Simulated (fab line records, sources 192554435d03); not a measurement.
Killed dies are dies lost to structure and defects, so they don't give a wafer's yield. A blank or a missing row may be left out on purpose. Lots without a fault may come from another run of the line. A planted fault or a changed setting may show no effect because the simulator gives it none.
Chamber matching | flow n5_finfet | N5_SDB_HM_DEP_00 on pecvd-03: 3 sister chambers
The step deposits SiNx from SiH4/NH3/N2, target thk 40 nm, time 35.3 s. 24 wafers are shown with their chamber, then 12 later ones without.

WAFERS WITH THEIR CHAMBER
wafer  | chamber | showerhead_plenum_p_Torr (Torr) | throttle_valve_pct (%) | heater_power_w (W)
L076.1 | 2       | 5.20                            | 37.9                   | 912
L076.4 | 1       | 5.08                            | 39.2                   | 751
L076.6 | 0       | 5.25                            | 39.8                   | 721
L078.3 | 1       | 5.09                            | 39.2                   | 745
L078.4 | 1       | 5.08                            | 39.1                   | 762
L078.6 | 2       | 5.20                            | 37.7                   | 907
L080.1 | 1       | 5.10                            | 39.0                   | 757
L080.2 | 2       | 5.22                            | 37.7                   | 867
L080.3 | 0       | 5.25                            | 39.9                   | 669
L082.2 | 1       | 5.12                            | 39.3                   | 711
L082.3 | 2       | 5.21                            | 37.7                   | 862
L082.6 | 2       | 5.21                            | 38.1                   | 878
L083.1 | 1       | 5.10                            | 39.3                   | 778
L083.3 | 2       | 5.21                            | 37.8                   | 848
L083.6 | 0       | 5.23                            | 39.9                   | 662
L087.1 | 1       | 5.10                            | 39.1                   | 707
L087.2 | 2       | 5.23                            | 37.9                   | 890
L087.3 | 1       | 5.10                            | 39.1                   | 734
L090.2 | 0       | 5.25                            | 40.2                   | 680
L090.3 | 1       | 5.10                            | 39.1                   | 702
L090.5 | 0       | 5.23                            | 40.2                   | 674
L091.3 | 0       | 5.25                            | 40.4                   | 779
L091.4 | 0       | 5.25                            | 40.6                   | 813
L091.6 | 1       | 5.09                            | 38.9                   | 630

SIGNATURES (means of the wafers above)
reading                  | chamber 0 | chamber 1 | chamber 2 | scatter within a chamber
showerhead_plenum_p_Torr | 5.2443    | 5.0960    | 5.2114    | 0.0109
throttle_valve_pct       | 40.143    | 39.130    | 37.829    | 0.194
heater_power_w           | 714.00    | 727.70    | 880.57    | 44.3
Rule: a wafer's distance from a chamber is the root of the sum, over the readings, of the square of ((its reading less the chamber's mean) divided by the reading's scatter). The wafer belongs to the nearest chamber; if the next one is less than 2 further off, it can't be placed. The scatter: the root of (the sum of the squares of (reading less its chamber's mean) over the shown wafers, divided by (wafers less chambers)).

WAFERS WITHOUT THEIR CHAMBER
wafer  | showerhead_plenum_p_Torr (Torr) | throttle_valve_pct (%) | heater_power_w (W)
L093.1 | 5.09                            | 39.1                   | 771
L093.4 | 5.09                            | 39.1                   | 768
L093.6 | 5.23                            | 37.9                   | 792
L094.1 | 5.24                            | 40.2                   | 742
L094.2 | 5.09                            | 39.2                   | 775
L094.3 | 5.21                            | 38.0                   | 826
L095.3 | 5.24                            | 40.3                   | 801
L095.5 | 5.08                            | 38.9                   | 744
L095.6 | 5.22                            | 37.8                   | 835
L097.2 | 5.09                            | 39.1                   | 698
L097.4 | 5.11                            | 39.0                   | 689
L097.5 | 5.10                            | 38.9                   | 675

WHICH CHAMBER EACH WENT THROUGH
wafer  | from the rows above | in truth
L093.1 | 1                   | 1
L093.4 | 1                   | 1
L093.6 | 2                   | 2
L094.1 | 0                   | 0
L094.2 | 1                   | 1
L094.3 | 2                   | 2
L095.3 | 0                   | 0
L095.5 | 1                   | 1
L095.6 | 2                   | 2
L097.2 | 1                   | 1
L097.4 | 1                   | 1
L097.5 | 1                   | 1
Placed correctly: 12 of 12. Can't be placed from these rows: 0. Placed wrongly: 0.
